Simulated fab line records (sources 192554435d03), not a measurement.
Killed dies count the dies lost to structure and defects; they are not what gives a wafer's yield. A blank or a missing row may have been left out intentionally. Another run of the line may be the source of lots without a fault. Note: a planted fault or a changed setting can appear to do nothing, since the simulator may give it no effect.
fab line records    flow n5-finfet
[record] lots = 9  wafers = 27  last-day = 17
route steps=1938 shown BEOL_M9@1423 PASSIVATION@1936
lots that met no fault: from a run of the same line without faults
start-h: hours from the record's opening day to when the first of the lot's shown wafers began    wait-h: hours elapsed since this lot's preceding step    " identical to the entry in the row above    L1.1+2: a single row standing in for several wafers    - no value present, or no start provided    * or withheld: withheld    < > ~ a bound
route shown NAME@n: names a module that has steps shown in the file, with the first one's number in the route    usual: mean and standard deviation over wafers with no fault    same: alike in all rows    chamber/n: place in a boat    sites: readings site by site    _std_site: standard deviation across them    _edge_site: outer sites' mean less inner sites'    radius-mm: for every site, how far away it sits from the centre of the wafer    mask NAME#n: copy n    behind: tool/chamber where the wafer was last shaped    hold: why the lot went on hold/how many hours it stayed there/how the hold came to an end    device: the n, p or np transistor that did not switch    end of line: at the end of the route, the tests of the same wafers    a step without rows: its recipe alone    killed: not the wafer's yield, but the dies lost to structure and defects at the first sort    map: a wafer's dies, marking killed ones x, the rest . and places with no die _
set.NAME: the setting the step ran with; set.NAME@STEP: the setting that earlier step ran with    model.NAME: the simulator's own value behind a step, which no gauge read
route steps across a sampled set of lots; one table per step, one row per wafer
services: the hour from which a tool's chamber was out of use, counted from the record's first day as start-h (under 0 if before that day), plus the number of hours and why
[[steps]]
[step N5_BEOL_M9_STRIP_19]
[recipe] chemistry = O2  power-w = 400  temp-c = 40  pressure-mtorr = 30  rf-frequency-hz = 6e+07  bias-power-w = 0  overash-fraction = 0.2  o2-flow-sccm = 225
[usual] drypump-motor-current-A = 5.6/0.45  oes-product-au = 0.82/0.094  rf-vpp-V = 3.6/0.57  showerhead-plenum-p-Torr = 2.06/0.069  throttle-valve-pct = 16.48/0.21
lot.wafer  tool         chamber  start-h  wait-h  drypump-motor-current-A  oes-product-au  rf-hours-counter-h  rf-vpp-V  showerhead-plenum-p-Torr  throttle-valve-pct
L265.3     rie-diel-04  3        202.56   0.1     5.2                      0.69            210                 2.8       1.99                      16.57
L265.4     "            2        "        "       6.2                      0.88            54                  3.5       2.13                      16.20
L265.6     "            1        "        "       5.7                      0.77            -                   3.2       1.93                      16.50
L264.2     rie-diel-01  1        220.71   0.2     5.8                      0.84            85                  3.9       2.03                      16.36
L264.5     "            0        "        "       4.9                      0.91            -                   4.6       2.06                      16.31
L264.6     "            3        "        "       5.6                      0.75            -                   3.1       2.17                      16.49
L266.1     rie-diel-01  1        221.57   0.2     5.8                      0.82            85                  4.7       2.03                      16.37
L266.3     "            0        "        "       4.9                      0.90            19                  3.6       2.06                      16.31
L266.5     "            3        "        "       5.6                      0.74            -                   3.6       2.17                      16.50
L269.3     rie-diel-01  0        232.17   0.1     4.9                      0.90            23                  2.4       2.06                      16.30
L269.5     "            3        "        "       5.6                      0.74            -                   3.8       2.17                      16.49
L269.6     "            2        "        "       5.2                      0.75            -                   3.1       2.02                      16.64
L271.3     rie-diel-03  3        245.00   0.1     5.7                      0.66            260                 3.2       2.06                      16.90
L271.4     "            2        "        "       5.0                      0.90            -                   3.7       2.12                      16.23
L271.5     "            3        "        "       5.7                      0.67            -                   3.7       2.06                      16.88
L273.2     rie-diel-03  2        250.72   0.2     5.0                      0.90            30                  3.3       2.12                      16.24
L273.5     "            2        "        "       5.0                      0.90            -                   3.6       2.12                      16.24
L273.6     "            1        "        "       6.3                      0.94            -                   3.7       2.15                      16.67
L280.2     rie-diel-04  3        312.44   0.1     5.2                      0.67            244                 3.7       1.97                      16.65
L280.4     "            2        "        "       6.2                      0.81            89                  3.9       2.12                      16.24
L280.5     "            0        "        "       5.8                      0.92            -                   3.9       2.05                      16.51
L281.2     rie-diel-04  0        316.04   0.1     5.8                      0.91            14                  3.3       2.05                      16.52
L281.5     "            3        "        "       5.2                      0.67            -                   3.5       1.97                      16.63
L281.6     "            2        "        "       6.2                      0.83            -                   3.0       2.12                      16.24
L282.4     rie-diel-01  0        330.12   0.1     4.9                      0.86            48                  2.3       2.05                      16.35
L282.5     "            0        "        "       5.0                      0.86            -                   3.5       2.05                      16.35
L282.6     "            1        "        "       5.8                      0.80            -                   4.0       2.02                      16.43
[step N5_BEOL_M9_EXPOSE_25]
[recipe] mask-id = V8  na = 0.33  source-shape = annular  sigma-inner = 0.4  sigma-outer = 0.8  polarization = unpolarized  dose-mj = 37.25
[usual] exposure-dose-mJ-cm2 = 37.21/0.037
lot.wafer  tool            chamber  start-h  wait-h  mask  exposure-dose-mJ-cm2
L265.3     euv-scanner-02  0        202.95   -       V8#0  37.26
L265.4     "               0        "        "       V8#0  37.18
L265.6     "               0        "        "       V8#0  37.14
L264.2     euv-scanner-01  0        220.96   -       V8#0  37.28
L264.5     "               0        "        "       V8#0  37.27
L264.6     "               0        "        "       V8#0  37.26
L266.1     euv-scanner-01  0        221.81   -       V8#0  37.22
L266.3     "               0        "        "       V8#0  37.21
L266.5     "               0        "        "       V8#0  37.22
L269.3     euv-scanner-01  0        232.69   -       V8#0  37.23
L269.5     "               0        "        "       V8#0  37.23
L269.6     "               0        "        "       V8#0  37.29
L271.3     euv-scanner-02  0        245.39   -       V8#0  37.24
L271.4     "               0        "        "       V8#0  37.26
L271.5     "               0        "        "       V8#0  37.19
L273.2     euv-scanner-02  0        251.10   -       V8#0  37.23
L273.5     "               0        "        "       V8#0  37.28
L273.6     "               0        "        "       V8#0  37.22
L280.2     euv-scanner-02  0        314.09   -       V8#0  29.55
L280.4     "               0        "        "       V8#0  29.54
L280.5     "               0        "        "       V8#0  29.58
L281.2     euv-scanner-02  0        316.30   -       V8#0  31.15
L281.5     "               0        "        "       V8#0  31.11
L281.6     "               0        "        "       V8#0  31.12
L282.4     euv-scanner-01  0        330.86   -       V8#0  37.17
L282.5     "               0        "        "       V8#0  37.18
L282.6     "               0        "        "       V8#0  37.22
[step N5_BEOL_M9_CD_MEAS_28]
[recipe] target-cd-nm = 70  landing-energy-ev = 500  detector = se-inlens  polarity = opening
[usual] cd-nm = 69.93/0.24
[same] landing-energy-ev = 500
lot.wafer  tool       chamber  start-h  wait-h  cd-nm
L265.3     cd-sem-02  0        203.07   -       69.82
L265.4     "          0        "        "       70.29
L265.6     "          0        "        "       69.67
L264.2     cd-sem-02  0        221.08   -       69.68
L264.5     "          0        "        "       70.04
L264.6     "          0        "        "       69.97
L266.1     cd-sem-02  0        221.94   -       70.21
L266.3     "          0        "        "       70.23
L266.5     "          0        "        "       70.27
L269.3     cd-sem-02  0        232.81   -       69.66
L269.5     "          0        "        "       69.88
L269.6     "          0        "        "       69.84
L271.3     cd-sem-03  0        245.51   -       69.96
L271.4     "          0        "        "       69.72
L271.5     "          0        "        "       70.37
L273.2     cd-sem-02  0        251.22   -       70.05
L273.5     "          0        "        "       69.94
L273.6     "          0        "        "       69.88
L280.2     cd-sem-02  0        314.22   -       64.01
L280.4     "          0        "        "       64.05
L280.5     "          0        "        "       63.57
L281.2     cd-sem-02  0        316.42   -       65.09
L281.5     "          0        "        "       65.35
L281.6     "          0        "        "       64.82
L282.4     cd-sem-02  0        330.98   -       70.14
L282.5     "          0        "        "       69.86
L282.6     "          0        "        "       70.37
[step N5_BEOL_M9_DESCUM_33]
[recipe] chemistry = O2  time-s = 7  source-power-w = 50  bias-power-w = 20  pressure-mtorr = 20  rf-frequency-hz = 2.712e+07  temp-c = 40  resist = CAR-EUV  o2-flow-sccm = 225
[usual] drypump-motor-current-A = 5.7/0.42  oes-product-au = 0.81/0.098  rf-vpp-V = 242.4/1.4  showerhead-plenum-p-Torr = 2.04/0.075  throttle-valve-pct = 20.21/0.22
lot.wafer  tool         chamber  start-h  wait-h  drypump-motor-current-A  oes-product-au  rf-hours-counter-h  rf-vpp-V  showerhead-plenum-p-Torr  throttle-valve-pct
L265.3     rie-diel-03  0        203.19   0.0     6.1                      0.68            244                 242.8     2.04                      20.10
L265.4     "            3        "        "       5.7                      0.67            243                 242.5     2.06                      20.55
L265.6     "            1        "        "       6.3                      0.68            -                   243.8     2.15                      20.79
L264.2     rie-diel-03  0        221.38   0.2     6.0                      0.67            251                 241.4     2.04                      20.09
L264.5     "            0        "        "       6.0                      0.67            -                   242.0     2.04                      20.09
L264.6     "            2        "        "       5.0                      0.93            -                   243.0     2.12                      19.97
L266.1     rie-diel-03  0        222.12   0.1     6.0                      0.67            251                 243.5     2.04                      20.12
L266.3     "            2        "        "       5.0                      0.92            17                  244.4     2.12                      19.96
L266.5     "            2        "        "       5.1                      0.92            -                   243.2     2.12                      19.97
L269.3     rie-diel-04  1        233.66   0.8     5.7                      0.75            156                 240.6     1.92                      20.26
L269.5     "            2        "        "       6.2                      0.85            -                   242.9     2.12                      19.96
L269.6     "            3        "        "       5.2                      0.67            -                   240.9     1.98                      20.29
L271.3     rie-diel-04  1        245.63   0.0     5.7                      0.74            160                 240.9     1.92                      20.28
L271.4     "            3        "        "       5.2                      0.67            -                   241.8     1.98                      20.28
L271.5     "            2        "        "       6.2                      0.85            -                   242.3     2.12                      19.96
L273.2     rie-diel-01  1        251.34   0.0     5.8                      0.82            97                  242.6     2.02                      20.12
L273.5     "            2        "        "       5.2                      0.75            -                   242.6     2.01                      20.38
L273.6     "            1        "        "       5.8                      0.81            -                   242.8     2.02                      20.15
L280.2     rie-diel-04  3        314.34   0.0     5.2                      0.66            245                 241.7     1.97                      20.31
L280.4     "            0        "        "       5.8                      0.92            14                  241.9     2.04                      20.29
L280.5     "            1        "        "       5.7                      0.73            -                   240.8     1.92                      20.29
L281.2     rie-diel-04  0        316.54   0.0     5.8                      0.91            14                  242.4     2.04                      20.32
L281.5     "            3        "        "       5.2                      0.66            -                   240.2     1.97                      20.31
L281.6     "            2        "        "       6.2                      0.82            -                   244.3     2.11                      19.98
L282.4     rie-diel-04  1        331.43   0.4     5.7                      0.71            -                   240.1     1.91                      20.30
L282.5     "            0        "        "       5.8                      0.91            -                   242.3     2.04                      20.31
L282.6     "            2        "        "       6.2                      0.82            -                   244.1     2.11                      20.00
[step N5_BEOL_M9_ETCH_65]
[recipe] chemistry = CF4  target = SiARC  target-depth-a = 156  mask-material = CAR-EUV  time-s = 26  ion-energy-ev = 80  pressure-mtorr = 40  source-w = 545  bias-w = 36  Ar_flow_sccm = 100  cf4-flow-sccm = 100  ends = cleared
[usual] drypump-motor-current-A = 5.7/0.42  etch-rf-on-time-s = 25.6/0.54  oes-product-au = 0.69/0.083  rf-vpp-V = 183.5/1.2  showerhead-plenum-p-Torr = 2.10/0.079  throttle-valve-pct = 15.43/0.21
lot.wafer  tool         chamber  start-h  wait-h  drypump-motor-current-A  etch-rf-on-time-s  oes-product-au  rf-hours-counter-h  rf-vpp-V  showerhead-plenum-p-Torr  throttle-valve-pct
L265.3     rie-diel-03  0        203.24   0.0     6.0                      25.5               0.58            244                 183.4     2.10                      15.47
L265.4     "            3        "        "       5.7                      26.1               0.57            243                 184.1     2.12                      15.86
L265.6     "            1        "        "       6.3                      25.9               0.59            -                   185.1     2.19                      16.02
L264.2     rie-diel-03  0        221.43   0.0     6.0                      25.9               0.58            251                 183.7     2.10                      15.50
L264.5     "            0        "        "       6.0                      25.8               0.58            -                   184.5     2.10                      15.50
L264.6     "            2        "        "       5.0                      25.3               0.79            -                   183.9     2.18                      15.26
L266.1     rie-diel-03  0        222.17   0.0     6.0                      25.7               0.57            251                 183.6     2.10                      15.49
L266.3     "            2        "        "       5.0                      25.8               0.78            17                  186.1     2.18                      15.27
L266.5     "            2        "        "       5.0                      25.4               0.78            -                   184.3     2.18                      15.26
L269.3     rie-diel-04  1        233.71   0.0     5.7                      25.5               0.64            156                 181.9     1.97                      15.40
L269.5     "            2        "        "       6.2                      26.1               0.73            -                   184.2     2.18                      15.16
L269.6     "            3        "        "       5.2                      25.4               0.59            -                   182.9     2.04                      15.58
L271.3     rie-diel-04  1        245.68   0.0     5.7                      25.9               0.64            160                 181.9     1.97                      15.41
L271.4     "            3        "        "       5.2                      25.6               0.59            -                   182.2     2.04                      15.61
L271.5     "            2        "        "       6.2                      26.5               0.72            -                   185.6     2.17                      15.17
L273.2     rie-diel-01  1        251.39   0.0     5.8                      25.7               0.71            97                  183.5     2.08                      15.38
L273.5     "            2        "        "       5.2                      26.0               0.65            -                   183.1     2.06                      15.59
L273.6     "            1        "        "       5.8                      25.9               0.71            -                   183.4     2.08                      15.38
L280.2     rie-diel-04  3        314.39   0.0     5.2                      25.5               0.59            245                 182.7     2.03                      15.65
L280.4     "            0        "        "       5.7                      25.0               0.79            14                  183.6     2.09                      15.47
L280.5     "            1        "        "       5.7                      26.1               0.62            -                   181.7     1.96                      15.47
L281.2     rie-diel-04  0        316.59   0.0     5.8                      24.8               0.80            14                  183.0     2.09                      15.45
L281.5     "            3        "        "       5.2                      25.4               0.58            -                   182.6     2.03                      15.64
L281.6     "            2        "        "       6.2                      26.5               0.70            -                   185.6     2.17                      15.21
L282.4     rie-diel-04  1        331.48   0.0     5.7                      25.9               0.62            -                   183.0     1.96                      15.46
L282.5     "            0        "        "       5.8                      24.7               0.79            -                   184.0     2.09                      15.47
L282.6     "            2        "        "       6.2                      26.3               0.69            -                   182.5     2.17                      15.22
[step N5_PASSIVATION_PROBE_49]
[usual] defect-limited-yield = 91.2/1.6  killed_at_M0_to_M3 = 34/11  killed_at_M4_up = 14/5.7  killed-at-contacts = 14/6.6  killed-at-front-end = 37/10  killed-at-other = 4/3.2  killed-dies = 104/19  killed-open = 69/13  killed-short = 33/8.7  sort_bin_5_function = 5.1/1  sort_bin_6_memory = 3.3/0.76  sort_bin_8_speed = 0.00/0.016  sort-n-pass = 1076/19  sort-yield-pct = 91.2/1.6
[same] gross-dies = 1180  killed-at-back-side = 0  sort_bin_4_leakage[%] = 0
lot.wafer  tool       chamber  start-h  wait-h  defect-limited-yield[%]  killed_at_M0_to_M3  killed_at_M4_up  killed-at-contacts  killed-at-front-end  killed-at-other  killed-dies  killed-open  killed-short  sort_bin_5_function[%]  sort_bin_6_memory[%]  sort_bin_8_speed[%]  sort-n-pass  sort-yield-pct[%]
L280.2     prober-02  -        373.98   0.1     92.9                     20                  8                13                  42                   1                84           50           33            3.9                     3.1                   0                    1096         92.9
L280.4     prober-02  -        374.08   0.2     89.4                     49                  17               11                  48                   0                125          84           37            6.0                     3.7                   0                    1055         89.4
L280.5     prober-02  -        374.13   0.2     90.3                     36                  17               8                   50                   4                115          79           31            6.6                     2.9                   0                    1065         90.3
L281.5     prober-02  -        379.28   0.2     92.6                     24                  8                12                  42                   1                87           51           32            4.3                     2.8                   0                    1093         92.6
// killed by level:class
L280.2 DUMMY_GATE:geometric-particle:open=10 MOL_CONTACT_COAG:geometric-particle:open=10 FIN_SAQP:geometric-particle:short=8 FIN_SAQP:geometric-particle:open=6 BEOL_M2:geometric-particle:open=6 BEOL_M0_SAQP:geometric-particle:short=5 GATE_CUT:geometric-particle:short=4 BEOL_M0_SAQP:geometric-particle:open=4
L280.4 FIN_SAQP:geometric-particle:open=18 BEOL_M1:geometric-particle:open=12 BEOL_M0_SAQP:geometric-particle:open=10 BEOL_M0_SAQP:geometric-particle:short=9 MOL_CONTACT_COAG:geometric-particle:open=8 BEOL_M0:geometric-particle:open=6 STI_FIN_REVEAL:geometric-particle:open=6 GATE_CUT:geometric-particle:short=5
L280.5 FIN_SAQP:geometric-particle:open=10 STI_FIN_REVEAL:geometric-particle:open=10 FIN_SAQP:geometric-particle:short=8 BEOL_M0_SAQP:geometric-particle:open=7 BEOL_M0:geometric-particle:open=7 DUMMY_GATE:geometric-particle:open=6 MOL_CONTACT_COAG:geometric-particle:open=6 BEOL_M0_SAQP:geometric-particle:short=6
L281.5 MOL_CONTACT_COAG:geometric-particle:open=10 FIN_SAQP:geometric-particle:short=8 BEOL_M0_SAQP:geometric-particle:short=6 BEOL_M1:geometric-particle:open=6 STI_FIN_REVEAL:geometric-particle:open=5 BEOL_M0_SAQP:geometric-particle:open=5 STARTING-WAFER:geometric-particle:short=5 STARTING-WAFER:geometric-particle:open=4
[[services]]
tool            chamber  start-h  hours  kind
euv-scanner-02  -        183.55   1.0    pm
rie-diel-01     1        186.61   6.5    repair
euv-scanner-02  -        196.39   4.6    pm
rie-diel-04     3        198.65   1.7    repair
euv-scanner-01  -        206.15   12.0   pm
euv-scanner-02  -        215.42   23.4   repair
rie-diel-01     1        218.33   2.2    repair
euv-scanner-01  -        231.27   1.0    pm
rie-diel-04     0        235.68   -      clean
rie-diel-04     0        235.68   -      consumable-replace:focus-ring
rie-diel-04     0        235.68   26.3   scheduled-down
rie-diel-04     -        237.68   2.8    pm
euv-scanner-02  -        239.70   1.0    pm
euv-scanner-01  -        247.54   4.7    repair
rie-diel-01     0        254.85   1.3    repair
euv-scanner-01  -        255.63   8.0    pm
rie-diel-01     0        269.55   3.6    repair
euv-scanner-01  -        273.38   1.0    pm
rie-diel-04     -        288.48   2.1    repair
euv-scanner-02  -        295.85   1.0    pm
euv-scanner-01  -        302.27   5.8    pm
rie-diel-01     1        305.80   8.6    repair
euv-scanner-01  -        309.71   3.8    repair
euv-scanner-01  -        329.53   1.0    pm
[[key]]
[first-sign] step = N5_BEOL_M9_EXPOSE_25  reading = exposure-dose-mJ-cm2  direction = down  sigmas = 99+  usual = 37.21  struck = 30.34
[effect] step = N5_BEOL_M9_CD_MEAS_28  reading = cd-nm  direction = down  sigmas = 23  usual = 69.93  struck = 64.48  through = control-loop
met-at N5_BEOL_M9_EXPOSE_25
struck-lots L280,L281
[loop-trim] step = N5_BEOL_M9_EXPOSE_25  setting = dose  lots = L281
not-acting-at N5_BEOL_M9_STRIP_19,N5_BEOL_M9_DESCUM_33,N5_BEOL_M9_ETCH_65
onset-between 251.10 314.09
[fault] kind = process-parameter-drift  tool = euv-scanner-02  chamber = -  onset-h = 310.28  steps = N5_BEOL_M9_EXPOSE_25  channel = dose-mj  offset = -7.63  shape = step  acts-in = these-recipes-only  stated = 37.25
// loop-trim: a control loop set the setting to another value than it would have without faults
